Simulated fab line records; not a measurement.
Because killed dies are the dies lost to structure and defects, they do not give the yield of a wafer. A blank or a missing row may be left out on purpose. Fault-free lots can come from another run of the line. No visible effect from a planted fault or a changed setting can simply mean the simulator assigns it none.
fab line records	flow nandHarc
record: lots: 6	wafers: 18	lastDay: 33
route steps=1302 shown P_M1@290 P_M2@318 END@1302
lots untouched by any fault: they come from a run of this same line in which no faults occurred
startH: the number of hours between the record's first day and the start of the first shown wafer of the lot	waitH: time in hours since the lot's previous step	" the same as in the row above	L1.1+2: several wafers, shown together as one row	- value missing, or start not given	* or withheld: withheld	< > ~ a bound
route shown NAME@n: a module of which the file shows steps, and the number in the route of the first	usual: the fault-free wafers' mean and standard deviation	same: alike in all rows	chamber/n: place in a boat	sites: the reading at each site	_std_site: how widely they spread, as a standard deviation	_edge_site: the outer-site mean with the inner-site mean subtracted	radiusMm: how far each site lies from the wafer's centre	mask NAME#n: copy n	behind: the last tool/chamber to shape the wafer	hold: the reason the lot was held/the length of the hold in hours/how it ended	device: the transistor (n, p or np) that didn't switch	end of line: the route-end tests of the same wafers	step lacking rows: just its recipe	killed: count of dies lost to structure and defects at first sort (not the wafer's yield)	map: dies across one wafer; x = killed, . = not, _ = none there
set.NAME: the run value of the setting; set.NAME@STEP: its run value at that earlier step	model.NAME: the simulator's own value behind a step, which no gauge read
lots at selected steps of the route; one table per step, one row per wafer
services: when a tool's chamber went out of use (startH, in hours from the record's first day, below 0 if earlier), for how many hours, and the reason
== steps ==
step: NHARC_P_M1_SOFTBAKE_04
recipe: tempC: 105	timeS: 55
step: NHARC_P_M1_EBR_05
step: NHARC_P_M1_EXPOSE_06
recipe: na: 1.35	targetCdNm: 130	doseMj: 81.88	maskId: P_M1
step: NHARC_P_M1_PEB_07
recipe: pebTempC: 100	pebTimeS: 65
step: NHARC_P_M1_DEVELOP_08
recipe: developTimeS: 35	devTempC: 23
step: NHARC_P_M1_CD_MEAS_09
recipe: targetCdNm: 130	landingEnergyEv: 500
usual: cdNm: 130.3/0.6
lot.wafer	tool	chamber	startH	waitH	cdNm
L630.4	cdSem-03	0	174.13	-	130.8
L630.5	"	0	"	"	130.1
L630.6	"	0	"	"	130.1
L634.1	cdSem-03	0	223.97	-	129.7
L634.3	"	0	"	"	130.2
L634.6	"	0	"	"	129.5
L636.3	cdSem-03	0	240.25	-	129.6
L636.5	"	0	"	"	129.7
L636.6	"	0	"	"	129.4
L637.2	cdSem-02	0	243.93	-	129.2
L637.5	"	0	"	"	129.5
L637.6	"	0	"	"	130.3
L645.2	cdSem-01	0	341.51	-	130.3
L645.5	"	0	"	"	129.7
L645.6	"	0	"	"	130.1
L647.1	cdSem-03	0	343.30	-	131.7
L647.5	"	0	"	"	131.1
L647.6	"	0	"	"	131.1
step: NHARC_P_M1_OVL_MEAS_10
recipe: pitchNm: 260
usual: overlayXNm: -0.2/0.89	overlayYNm: 0.1/0.98
lot.wafer	tool	chamber	startH	waitH	overlayXNm	overlayYNm
L630.4	overlay-02	-	174.21	-	-0.7	-0.5
L630.5	"	-	"	"	-0.2	-0.6
L630.6	"	-	"	"	-0.5	-0.3
L634.1	overlay-01	-	224.06	-	-1.1	-0.7
L634.3	"	-	"	"	-1.3	-1.4
L634.6	"	-	"	"	-1.2	-0.9
L636.3	overlay-02	-	240.33	-	-0.8	-0.7
L636.5	"	-	"	"	-0.8	-0.8
L636.6	"	-	"	"	-0.6	-0.6
L637.2	overlay-02	-	244.02	-	1.7	0.0
L637.5	"	-	"	"	1.2	0.2
L637.6	"	-	"	"	1.6	0.1
L645.2	overlay-02	-	341.60	-	0.4	-0.1
L645.5	"	-	"	"	0.1	0.0
L645.6	"	-	"	"	0.6	-0.4
L647.1	overlay-01	-	343.39	-	-0.1	-0.3
L647.5	"	-	"	"	-0.3	0.2
L647.6	"	-	"	"	0.1	0.6
step: NHARC_P_M1_INSPECT_11
usual: rawDefectCount: 4.6/2.4
lot.wafer	tool	chamber	startH	waitH	rawDefectCount
L630.4	defectInspect-01	-	174.24	0.0	5
L630.5	"	-	"	"	5
L630.6	"	-	"	"	2
L634.1	defectInspect-01	-	224.10	0.0	3
L634.3	"	-	"	"	3
L634.6	"	-	"	"	1
L636.3	defectInspect-01	-	240.37	0.0	4
L636.5	"	-	"	"	1
L636.6	"	-	"	"	4
L637.2	defectInspect-01	-	244.05	0.0	7
L637.5	"	-	"	"	3
L637.6	"	-	"	"	3
L645.2	defectInspect-02	-	341.64	0.0	3
L645.5	"	-	"	"	2
L645.6	"	-	"	"	6
L647.1	defectInspect-01	-	343.43	0.0	3
L647.5	"	-	"	"	7
L647.6	"	-	"	"	5
step: NHARC_P_M1_DESCUM_14
recipe: timeS: 3	o2FlowSccm: 200	arFlowSccm: 0	biasPowerW: 0	chemistry: O2
step: NHARC_P_M1_ETCH_35
recipe: targetDepthA: 400	overetchA: 120	timeS: 43.94	ionEnergyEv: 200	n2FlowSccm: 150	h2FlowSccm: 150	arFlowSccm: 0	rfW: 400	biasW: 150	chemistry: N2/H2
usual: drypumpMotorCurrentA: 5.6/0.44	mfcArSccm: 0.017/0.015	oesProductAu: 0.993/0.013	rfFwdPowerW: 395.3/1.7	rfVppV: 429.9/2.6	showerheadPlenumPTorr: 2.02/0.087	throttleValvePct: 14.171/0.0088
same: timeS: 43.94
lot.wafer	tool	chamber	startH	waitH	drypumpMotorCurrentA	mfcArSccm	oesProductAu	rfFwdPowerW	rfHoursCounterH	rfVppV	showerheadPlenumPTorr	throttleValvePct
L630.4	rieDiel-08	1	174.46	0.1	5.3	0.014	1.002	393.0	-	429.1	1.96	14.166
L630.5	"	1	"	"	5.3	0.014	0.997	394.1	-	426.3	1.96	14.176
L630.6	"	3	"	"	5.6	0.037	0.959	396.4	-	428.2	2.02	14.176
L634.1	rieDiel-09	1	224.24	0.1	5.2	0.002	0.993	394.0	4	425.5	1.90	14.172
L634.3	"	2	"	"	5.7	0.026	0.977	393.1	4	428.9	1.99	14.160
L634.6	"	1	"	"	5.2	0.002	1.002	394.3	-	425.8	1.89	14.185
L636.3	rieDiel-08	1	240.53	0.1	5.3	0.014	0.997	392.8	3	428.3	1.96	14.149
L636.5	"	1	"	"	5.3	0.014	0.986	394.3	-	427.5	1.96	14.173
L636.6	"	3	"	"	5.6	0.037	0.990	396.2	-	430.0	2.02	14.157
L637.2	rieDiel-09	1	244.23	0.1	5.2	0.002	1.003	394.7	5	426.2	1.89	14.170
L637.6	"	0	"	"	6.3	0	0.994	394.2	-	429.6	1.98	14.169
L637.5	"	1	"	"	5.2	0.002	1.000	395.0	-	426.5	1.89	14.181
L645.2	rieDiel-08	2	341.78	0.1	6.2	0.014	0.991	392.5	11	433.4	2.18	14.181
L645.5	"	2	"	"	6.2	0.014	0.974	395.9	-	435.4	2.18	14.156
L645.6	"	3	"	"	5.6	0.037	0.995	398.7	-	429.7	2.02	14.173
L647.1	rieDiel-08	1	343.59	0.1	5.3	0.014	0.984	392.6	12	428.3	1.95	14.168
L647.5	"	2	"	"	6.2	0.014	0.992	398.7	-	433.1	2.18	14.182
L647.6	"	3	"	"	5.6	0.037	0.992	396.0	-	429.6	2.02	14.162
step: NHARC_P_M1_ETCH_15
recipe: targetDepthA: 1825	timeS: 91.2	c4f8FlowSccm: withheld	arFlowSccm: 400	rfW: 600	biasW: 300	chemistry: C4F8/Ar
step: NHARC_P_M1_CD_MEAS_16
usual: cdNm: 130.4/0.96
lot.wafer	tool	chamber	startH	waitH	cdNm
L630.4	cdSem-02	-	174.75	0.1	130.3
L630.5	"	-	"	"	130.3
L630.6	"	-	"	"	130.0
L634.1	cdSem-03	-	224.46	-	129.5
L634.3	"	-	"	"	130.2
L634.6	"	-	"	"	128.6
L636.3	cdSem-01	-	240.79	-	130.0
L636.5	"	-	"	"	129.9
L636.6	"	-	"	"	128.4
L637.2	cdSem-03	-	244.47	-	128.6
L637.5	"	-	"	"	129.0
L637.6	"	-	"	"	130.4
L645.2	cdSem-03	-	342.00	-	131.0
L645.5	"	-	"	"	131.1
L645.6	"	-	"	"	130.5
L647.1	cdSem-02	-	343.80	-	131.8
L647.5	"	-	"	"	133.0
L647.6	"	-	"	"	130.8
step: NHARC_P_M1_STRIP_18
recipe: powerW: 1000	n2FlowSccm: 150	h2FlowSccm: 150	arFlowSccm: 0	biasW: 0	chemistry: N2/H2
usual: drypumpMotorCurrentA: 5.7/0.44	mfcArSccm: 0.016/0.014	oesProductAu: 0.992/0.014	rfFwdPowerW: 997.2/2.7	rfVppV: 90.6/1	showerheadPlenumPTorr: 2.02/0.092	throttleValvePct: 14.171/0.0084
lot.wafer	tool	chamber	startH	waitH	drypumpMotorCurrentA	mfcArSccm	oesProductAu	rfFwdPowerW	rfHoursCounterH	rfVppV	showerheadPlenumPTorr	throttleValvePct
L630.4	rieDiel-08	3	174.92	0.2	5.6	0.037	0.960	995.7	-	91.6	2.02	14.181
L630.5	"	3	"	"	5.6	0.037	0.954	995.3	-	91.9	2.02	14.164
L630.6	"	1	"	"	5.3	0.014	0.990	992.2	-	89.0	1.96	14.169
L634.1	rieDiel-08	1	224.56	0.1	5.3	0.014	0.991	995.4	2	90.2	1.96	14.167
L634.3	"	2	"	"	6.2	0.014	1.004	1002.3	1	91.8	2.18	14.175
L634.6	"	0	"	"	5.0	0	1.001	998.6	-	90.5	2.03	14.185
L636.3	rieDiel-09	1	240.92	0.1	5.2	0.002	0.997	990.7	5	89.9	1.89	14.174
L636.5	"	0	"	"	6.3	0	0.987	999.6	-	89.4	1.98	14.169
L636.6	"	1	"	"	5.2	0.002	0.980	992.0	-	88.9	1.89	14.180
L637.2	rieDiel-09	0	244.61	0.1	6.4	0	0.988	997.4	5	89.2	1.98	14.177
L637.6	"	1	"	"	5.2	0.002	1.007	997.9	-	90.2	1.90	14.194
L637.5	"	2	"	"	5.7	0.026	0.982	991.6	-	89.8	1.99	14.174
L645.2	rieDiel-09	0	342.13	0.1	6.4	0	1.031	998.6	1	92.0	1.98	14.179
L645.5	"	2	"	"	5.7	0.026	0.976	996.2	-	90.9	1.99	14.164
L645.6	"	3	"	"	6.0	0.037	1.011	997.0	-	91.0	2.16	14.168
L647.1	rieDiel-09	1	343.95	0.1	5.2	0.002	1.010	995.8	1	90.6	1.89	14.175
L647.5	"	2	"	"	5.7	0.026	0.968	995.6	-	90.7	1.99	14.166
L647.6	"	3	"	"	6.0	0.037	0.997	999.0	-	91.3	2.16	14.174
step: NHARC_P_M1_ETCH_28
recipe: targetDepthA: 300	overEtchFrac: 0.3	timeS: 72.99	ionEnergyEv: 150	cf4FlowSccm: 50	n2FlowSccm: 100	arFlowSccm: 150	rfW: 300	biasW: 100	chemistry: CF4/N2
usual: drypumpMotorCurrentA: 5.7/0.45	mfcArSccm: 150.1/0.45	oesProductAu: 0.994/0.014	rfFwdPowerW: 297.5/1.1	rfVppV: 313.8/2	showerheadPlenumPTorr: 2.61/0.11	throttleValvePct: 19.795/0.009
same: timeS: 72.99
lot.wafer	tool	chamber	startH	waitH	drypumpMotorCurrentA	mfcArSccm	oesProductAu	rfFwdPowerW	rfHoursCounterH	rfVppV	showerheadPlenumPTorr	throttleValvePct
L630.4	rieDiel-08	3	175.25	0.3	5.6	150.3	0.962	299.3	-	314.8	2.61	19.785
L630.5	"	1	"	"	5.3	150.0	0.997	297.7	-	311.9	2.53	19.797
L630.6	"	3	"	"	5.6	149.7	0.961	299.2	-	314.0	2.61	19.791
L634.1	rieDiel-08	2	-	-	6.2	150.5	1.005	298.9	1	316.0	2.79	19.806
L634.3	"	3	"	"	5.6	150.3	0.996	298.7	3	313.5	2.60	19.801
L634.6	"	2	"	"	6.2	150.0	0.995	298.2	-	318.0	2.79	19.793
L636.3	rieDiel-09	2	-	-	5.7	150.0	0.976	297.7	5	313.1	2.56	19.791
L636.5	"	0	"	"	6.3	150.4	1.004	298.0	-	312.8	2.56	19.817
L636.6	"	2	"	"	5.7	150.4	0.980	298.2	-	313.5	2.57	19.788
L637.2	rieDiel-09	1	-	-	5.2	150.3	1.003	296.6	5	311.3	2.45	19.789
L637.5	"	0	"	"	6.4	150.0	0.996	299.0	-	312.0	2.56	19.800
L637.6	"	1	"	"	5.2	150.5	0.995	298.0	-	310.8	2.45	19.788
L645.2	rieDiel-09	2	-	-	5.7	150.1	0.989	296.5	0	312.1	2.56	19.804
L645.6	"	3	"	"	6.0	149.7	1.004	298.4	-	316.8	2.77	19.789
L645.5	"	0	"	"	6.4	149.7	1.029	299.5	-	312.9	2.56	19.814
L647.1	rieDiel-09	1	-	-	5.2	150.7	1.007	298.4	1	311.5	2.45	19.796
L647.5	"	3	"	"	6.0	149.5	0.995	299.0	-	316.5	2.77	19.800
L647.6	"	0	"	"	6.4	150.0	1.027	297.1	-	311.6	2.56	19.795
step: NHARC_P_M1_STRIP_19
recipe: timeS: 600	tempC: 30	chemistry: postEtchResidueRemover
step: NHARC_P_M1_DEGAS_29
recipe: tempC: 250	timeS: 60
usual: heaterPowerW: 341/34
same: timeS: 60
lot.wafer	tool	chamber	startH	waitH	heaterPowerW
L630.4	pvdSputter-01	-	175.72	-	358
L630.5	"	-	"	"	298
L630.6	"	-	"	"	323
L634.3	pvdSputter-02	-	225.19	-	375
L634.1	"	-	"	"	348
L634.6	"	-	"	"	378
L636.3	pvdSputter-01	-	241.58	-	279
L636.5	"	-	"	"	311
L636.6	"	-	"	"	332
L637.2	pvdSputter-01	-	245.27	-	280
L637.6	"	-	"	"	305
L637.5	"	-	"	"	337
L645.2	pvdSputter-02	-	342.71	-	403
L645.6	"	-	"	"	416
L645.5	"	-	"	"	364
L647.1	pvdSputter-02	-	344.53	-	407
L647.5	"	-	"	"	363
L647.6	"	-	"	"	340
step: NHARC_P_M1_PRE_CLEAN_30
recipe: timeS: 30	tempC: 280	gas: H2/He
step: NHARC_P_M1_PVD_20
recipe: targetThkA: 50	biasV: 168.6	powerW: 15000	chamberPressurePa: 0.12	timeS: 8.06	substrateTempC: 50	material: TaN
step: NHARC_P_M1_PVD_21
recipe: targetThkA: 300	chamberPressurePa: 5	powerW: 5000	substrateTempC: 30	timeS: 20.49	material: Cu
usual: throttleValvePct: 29.9/1.3
same: timeS: 20.49
lot.wafer	tool	chamber	startH	waitH	throttleValvePct
L630.4	pvdSputter-01	-	-	-	32.1
L630.5	"	-	"	"	30.2
L630.6	"	-	"	"	32.0
L634.1	pvdSputter-02	-	-	-	28.9
L634.3	"	-	"	"	29.1
L634.6	"	-	"	"	28.3
L636.3	pvdSputter-01	-	-	-	29.4
L636.6	"	-	"	"	31.6
L636.5	"	-	"	"	30.6
L637.2	pvdSputter-01	-	-	-	31.5
L637.5	"	-	"	"	29.3
L637.6	"	-	"	"	31.5
L645.2	pvdSputter-02	-	-	-	27.5
L645.6	"	-	"	"	29.0
L645.5	"	-	"	"	27.6
L647.1	pvdSputter-02	-	-	-	28.4
L647.6	"	-	"	"	27.2
L647.5	"	-	"	"	30.1
step: NHARC_P_M1_ECD_22
recipe: targetThkA: 4000	bathTempC: 25	material: Cu
step: NHARC_P_M1_ANNEAL_31
recipe: tempC: 225	timeS: 90
step: NHARC_P_M1_CMP_23
recipe: tOverpolishS: 20	targetThkNm: 157.82
step: NHARC_P_M1_THK_MEAS_24
recipe: thkMeasGauge: xrf
usual: thkNm: 158.2/1.6
lot.wafer	tool	chamber	startH	waitH	thkNm
L630.4	filmMetro-02	-	177.10	-	158.5
L630.5	"	-	"	"	159.4
L630.6	"	-	"	"	156.3
L634.1	filmMetro-02	-	226.57	-	161.9
L634.3	"	-	"	"	156.3
L634.6	"	-	"	"	159.1
L636.3	filmMetro-02	-	242.96	-	160.3
L636.5	"	-	"	"	156.7
L636.6	"	-	"	"	157.6
L637.2	filmMetro-01	-	246.64	-	159.2
L637.5	"	-	"	"	155.8
L637.6	"	-	"	"	158.8
L645.2	filmMetro-01	-	344.11	-	159.4
L645.5	"	-	"	"	157.1
L645.6	"	-	"	"	157.3
L647.1	filmMetro-01	-	345.90	-	160.6
L647.5	"	-	"	"	159.0
L647.6	"	-	"	"	156.2
step: NHARC_P_M1_SRD_25
step: NHARC_P_M1_PRE_CLEAN_32
recipe: timeS: 12	tempC: 370	rfPowerW: 300	gas: NH3
usual: heaterPowerW: 655/80	rfFwdPowerW: 292.6/0.96
same: timeS: 12
lot.wafer	tool	chamber	startH	waitH	heaterPowerW	rfFwdPowerW
L630.4	pecvd-01	0	177.37	0.1	772	292.4
L630.6	"	1	"	"	667	292.2
L630.5	"	2	"	"	599	292.9
L634.1	pecvd-02	0	226.81	0.1	685	293.4
L634.3	"	1	"	"	724	293.3
L634.6	"	2	"	"	673	292.1
L636.3	pecvd-03	1	243.18	0.1	657	293.3
L636.6	"	1	"	"	658	292.3
L636.5	"	2	"	"	586	291.3
L637.2	pecvd-01	2	246.88	0.1	624	290.5
L637.6	"	0	"	"	778	292.9
L637.5	"	2	"	"	620	290.9
L645.2	pecvd-03	1	344.33	0.1	693	292.5
L645.5	"	1	"	"	698	290.9
L645.6	"	2	"	"	562	291.3
L647.1	pecvd-01	1	346.15	0.1	587	292.3
L647.5	"	0	"	"	815	292.9
L647.6	"	1	"	"	584	292.6
step: NHARC_P_M1_DEP_33
recipe: targetThkA: 300	tempC: 370	targetThkNm: 30	pressureTorr: 3	flowSccm: 200	rfW: 450	material: SiCN
step: NHARC_P_M2_DEP_00
recipe: targetThkA: 1825	targetThkNm: 182.5	tempC: withheld	pressureTorr: 5	flowSccm: 200	rfW: 600	material: SiOC
step: NHARC_P_M2_DEHYDRATE_01
recipe: tempC: 150	timeS: 120
step: NHARC_P_M2_HMDS_02
recipe: timeS: 30
step: NHARC_P_M2_COAT_34
recipe: tempC: 200	timeS: 65
step: NHARC_P_M2_COAT_03
recipe: spinRpm: 1500	resistThkNm: 90
step: NHARC_P_M2_SOFTBAKE_04
recipe: tempC: 105	timeS: 55
step: NHARC_P_M2_EBR_05
step: NHARC_P_M2_EXPOSE_06
recipe: na: 1.35	targetCdNm: 170	doseMj: 80.78	maskId: P_M2
step: NHARC_P_M2_PEB_07
recipe: pebTempC: 100	pebTimeS: 65
step: NHARC_P_M2_DEVELOP_08
recipe: developTimeS: 35	devTempC: 23
step: NHARC_P_M2_CD_MEAS_09
recipe: targetCdNm: 170	landingEnergyEv: 500
usual: cdNm: 169.9/0.97
lot.wafer	tool	chamber	startH	waitH	cdNm
L630.4	cdSem-03	0	178.53	-	169.9
L630.5	"	0	"	"	168.8
L630.6	"	0	"	"	171.6
L634.1	cdSem-01	0	228.25	-	169.9
L634.3	"	0	"	"	169.7
L634.6	"	0	"	"	169.0
L636.3	cdSem-02	0	244.48	-	168.9
L636.5	"	0	"	"	170.7
L636.6	"	0	"	"	171.1
L637.2	cdSem-01	0	248.35	-	169.8
L637.5	"	0	"	"	171.1
L637.6	"	0	"	"	169.5
L645.2	cdSem-02	0	345.79	-	170.1
L645.5	"	0	"	"	169.2
L645.6	"	0	"	"	171.3
L647.1	cdSem-02	0	347.49	-	169.7
L647.5	"	0	"	"	169.0
L647.6	"	0	"	"	168.9
step: NHARC_P_M2_OVL_MEAS_10
recipe: pitchNm: 340
usual: overlayXNm: -0.3/0.7	overlayYNm: 0.0/0.88
lot.wafer	tool	chamber	startH	waitH	overlayXNm	overlayYNm
L630.4	overlay-01	-	178.61	-	0.0	-1.1
L630.5	"	-	"	"	0.4	-0.7
L630.6	"	-	"	"	0.5	-0.5
L634.1	overlay-02	-	228.34	-	-1.2	0.3
L634.3	"	-	"	"	-1.2	0.2
L634.6	"	-	"	"	-0.8	0.8
L636.3	overlay-02	-	244.57	-	-0.1	0.8
L636.5	"	-	"	"	0.3	0.7
L636.6	"	-	"	"	0.0	0.7
L637.2	overlay-01	-	248.44	-	-0.2	-1.7
L637.5	"	-	"	"	-0.6	-2.3
L637.6	"	-	"	"	-1.0	-2.4
L645.2	overlay-01	-	345.88	-	-0.5	0.7
L645.5	"	-	"	"	-0.8	1.1
L645.6	"	-	"	"	-0.6	0.8
L647.1	overlay-01	-	347.58	-	0.9	0.6
L647.5	"	-	"	"	1.0	0.5
L647.6	"	-	"	"	0.9	0.5
step: NHARC_P_M2_DESCUM_14
recipe: timeS: 3	o2FlowSccm: 200	arFlowSccm: 0	biasPowerW: 0	chemistry: O2
step: NHARC_END_SORT_01
recipe: tempC: 25
usual: defectLimitedYield: 90/3.4	killedAtArray: 61/24	killedAtOther: 1.2/1.3	killedAtPeriphery: 3.7/2.6	killedDies: 66/23	killedOpen: 3.3/1.8	killedShort: 2.4/1.6
same: grossDies: 677
lot.wafer	tool	chamber	startH	waitH	defectLimitedYield[%]	killedAtArray	killedAtOther	killedAtPeriphery	killedDies	killedOpen	killedShort
L630.4	prober-01	0	611.24	3.4	95	33	3	1	37	4	2
L630.5	prober-01	0	612.03	3.7	95	30	1	1	32	1	2
L630.6	prober-01	0	612.83	4.0	96	28	1	1	30	6	1
L636.3	prober-01	0	680.88	3.1	88	75	1	2	78	1	3
L636.5	prober-01	0	682.48	3.7	88	80	0	3	83	3	1
L636.6	prober-01	0	683.28	4.0	87	87	0	3	90	3	3
L645.2	prober-02	0	773.19	2.8	84	77	0	30	107	3	2
L645.5	prober-02	0	775.58	3.7	78	80	1	65	146	7	3
L645.6	prober-02	0	776.38	4.0	79	90	1	52	143	2	5
L647.1	prober-02	0	780.27	2.6	87	23	2	66	91	6	2
L647.5	prober-02	0	783.45	3.7	84	36	2	68	106	5	3
L647.6	prober-02	0	784.25	4.0	87	21	4	60	85	4	2
killed by level:class
L630.4 A_STAIRCASE:chamberFilmFlake=10 A_CHANNEL_HOLE_D2:chamberFilmFlake=9 A_CHANNEL_HOLE_D1:chamberFilmFlake=3 THIN_TSV:chamberFilmFlake=3 A_ZERO_WELL:chamberFilmFlake=2 A_CONTACT:chamberFilmFlake=2 A_ONON_D1:geometricParticle:short=1 A_ONON_D1:geometricParticle:open=1
L630.5 A_CHANNEL_HOLE_D1:chamberFilmFlake=9 A_STAIRCASE:chamberFilmFlake=8 A_CHANNEL_HOLE_D2:chamberFilmFlake=6 A_CONTACT:chamberFilmFlake=3 P_M0:geometricParticle:open=1 A_WL_FILL:geometricParticle:short=1 STARTING-WAFER:geometricParticle:short=1 A_CHANNEL_FILL_D2:chamberFilmFlake=1
L630.6 A_CHANNEL_HOLE_D2:chamberFilmFlake=12 A_M0:geometricParticle:open=2 A_CHANNEL_HOLE_D1:chamberFilmFlake=2 A_STAIRCASE:chamberFilmFlake=2 A_CONTACT:chamberFilmFlake=2 P_CONTACT:geometricParticle:open=1 A_CHANNEL_FILL_D1:geometricParticle:open=1 A_DECK1_JOINT:geometricParticle:open=1
L636.3 A_CHANNEL_HOLE_D1:chamberFilmFlake=31 A_SLIT:chamberFilmFlake=29 A_CHANNEL_FILL_D2:chamberFilmFlake=4 A_CHANNEL_HOLE_D2:chamberFilmFlake=3 A_M0:geometricParticle:short=2 A_SGD_CUT:chamberFilmFlake=2 A_STAIRCASE:chamberFilmFlake=2 P_M0:geometricParticle:open=1
L636.5 A_SLIT:chamberFilmFlake=30 A_CHANNEL_HOLE_D1:chamberFilmFlake=29 A_CHANNEL_FILL_D2:chamberFilmFlake=6 A_SGD_CUT:chamberFilmFlake=5 A_WL_FILL:chamberFilmFlake=3 A_CONTACT:geometricParticle:open=2 P_BONDPAD:chamberFilmFlake=2 A_M0:geometricParticle:short=1
L636.6 A_CHANNEL_HOLE_D1:chamberFilmFlake=35 A_SLIT:chamberFilmFlake=28 A_SGD_CUT:chamberFilmFlake=7 A_WL_FILL:chamberFilmFlake=6 A_STAIRCASE:chamberFilmFlake=4 P_BONDPAD:chamberFilmFlake=2 P_CONTACT:geometricParticle:open=1 A_CHANNEL_HOLE_D1:geometricParticle:short=1
L645.2 P_M1:unspecified=26 A_CHANNEL_HOLE_D2:chamberFilmFlake=25 A_CHANNEL_HOLE_D1:chamberFilmFlake=18 A_SLIT:chamberFilmFlake=17 A_CONTACT:chamberFilmFlake=6 A_STAIRCASE:chamberFilmFlake=5 A_CHANNEL_FILL_D2:chamberFilmFlake=3 P_STI:geometricParticle:open=1
L645.5 P_M1:unspecified=62 A_SLIT:chamberFilmFlake=28 A_CHANNEL_HOLE_D2:chamberFilmFlake=21 A_CHANNEL_HOLE_D1:chamberFilmFlake=12 A_CONTACT:chamberFilmFlake=6 A_STAIRCASE:chamberFilmFlake=5 A_WL_FILL:geometricParticle:open=3 P_M0:geometricParticle:open=1
L645.6 P_M1:unspecified=52 A_SLIT:chamberFilmFlake=34 A_CHANNEL_HOLE_D2:chamberFilmFlake=27 A_CHANNEL_HOLE_D1:chamberFilmFlake=8 A_CONTACT:chamberFilmFlake=8 A_STAIRCASE:chamberFilmFlake=5 A_ONON_D2:geometricParticle:short=2 A_SOURCE_PLATE:geometricParticle:short=1
L647.1 P_M1:unspecified=62 A_SLIT:chamberFilmFlake=8 A_CONTACT:chamberFilmFlake=8 P_GATE:geometricParticle:open=2 P_CONTACT:geometricParticle:open=2 A_CHANNEL_FILL_D1:geometricParticle:open=2 A_CHANNEL_HOLE_D2:chamberFilmFlake=2 A_ONON_D1:geometricParticle:short=1
L647.5 P_M1:unspecified=63 A_CONTACT:chamberFilmFlake=19 A_SLIT:chamberFilmFlake=6 P_GATE:chamberFilmFlake=3 A_ONON_D1:geometricParticle:short=2 A_CHANNEL_FILL_D1:geometricParticle:open=2 A_STAIRCASE:chamberFilmFlake=2 A_WL_FILL:chamberFilmFlake=2
L647.6 P_M1:unspecified=55 A_SLIT:chamberFilmFlake=8 A_CONTACT:chamberFilmFlake=6 P_GATE:chamberFilmFlake=3 THIN_TSV:chamberFilmFlake=3 P_CONTACT:geometricParticle:short=1 P_M1:geometricParticle:short=1 A_CHANNEL_FILL_D1:geometricParticle:open=1
map L645.5 (x killed, . not)
____________.____________
_________......._________
_______..x....x..._______
______.............______
_____..............._____
____............x..x.____
____.................____
___...........x.x.....___
___.............x.x...___
__....x......xxx.x.....__
__...x........xxx......__
_..x......xx.xxxx......._
_...........xxx..x.x...._
_...........xxxxxxx....._
_..........x.x.xxx......_
_..........x............_
.........................
...........xx...x........
....x...x.......x........
.........................
......xxx.x.x............
_....xxxxxxxxxx........._
_....xxxxxxxx..........._
_...xxxxxxxxx.x.....x..._
_..xxxxxxxxxx.xx........_
_...xxxxxxxxxx.........._
__..xxxxxxxxxx.....x..x__
__...xxxxxxxx..........__
___..xxxxx.xx.........___
___.x.xx.xxx..........___
____x.xxxx...........____
____x................____
_____........x.....x_____
______x............______
_______..........._______
_________......._________
____________.____________
map L647.5 (x killed, . not)
____________.____________
_________......._________
_______..........._______
______............x______
_____............x.._____
____............xxx..____
____.....x......xx...____
___.....x.....x.x.x...___
___.........xx...x....___
__.............xx......__
__....x..xx............__
_.........x.x..........._
_.....x................._
_......................._
_.........x...x........._
_......x................_
.......xx................
.............x...........
...x...xx................
..........x..............
........xx............x..
_...xxxxxx.............._
_...xxxxxx.............._
_x..xxxxxxx............._
_..x.xxxxxx.x.......xx.._
_...x.xxxxx............._
__..xxxxxxx..........x.__
__..xxxxxxxxx..........__
___.x.xxxxxx..........___
___...xxx.xx.........x___
____..xxx........x...____
____.................____
_____..............._____
______.............______
_______..........._______
_________......._________
____________.____________
== services ==
tool	chamber	startH	hours	kind
rieDiel-08	2	157.24	47.7	repair
pecvd-03	-	185.05	13.0	pm
rieDiel-08	-	190.80	9.0	pm
pecvd-01	2	195.37	4.4	repair
pecvd-01	2	211.66	7.9	repair
pecvd-01	-	214.50	0.7	repair
rieDiel-08	2	220.81	3.7	repair
pecvd-01	1	221.56	54.0	repair
pvdSputter-01	-	226.02	10.0	pm
rieDiel-08	2	235.95	8.1	repair
rieDiel-09	3	236.07	9.1	repair
pecvd-01	2	260.26	167.5	repair
pecvd-01	-	276.26	1.3	repair
pecvd-01	1	278.56	8.9	repair
pvdSputter-02	-	282.00	10.0	pm
rieDiel-09	2	301.39	10.6	repair
pecvd-01	-	311.14	13.0	pm
rieDiel-09	0	314.66	13.8	repair
rieDiel-09	-	315.64	0.3	repair
rieDiel-08	0	317.44	8.6	repair
rieDiel-09	-	320.10	9.0	pm
pvdSputter-02	-	320.24	2.9	repair
pecvd-01	-	335.16	6.4	repair
pvdSputter-01	-	342.37	5.3	repair
== key ==
firstSign: step: NHARC_END_SORT_01	reading: killedAtPeriphery	direction: up	sigmas: 20	usual: 3.7	struck: 56.8
effect: step: NHARC_END_SORT_01	reading: killedDies	direction: up	sigmas: 2.1	usual: 66	struck: 113	wafersMoved: 5
moreKillsBornAt: NHARC_P_M1_STRIP_18@rieDiel-09: 320
metAt NHARC_P_M1_STRIP_18
struckWafers L645.2,L645.5,L645.6,L647.1,L647.5,L647.6
onsetBetween 244.61 342.13
alsoFits time
fault: kind: chamberParticleSource	tool: rieDiel-09	chamber: -	onsetH: 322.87	steps: NHARC_P_M1_STRIP_18	ratePerVisitCm2: 0.38577	endH: 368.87
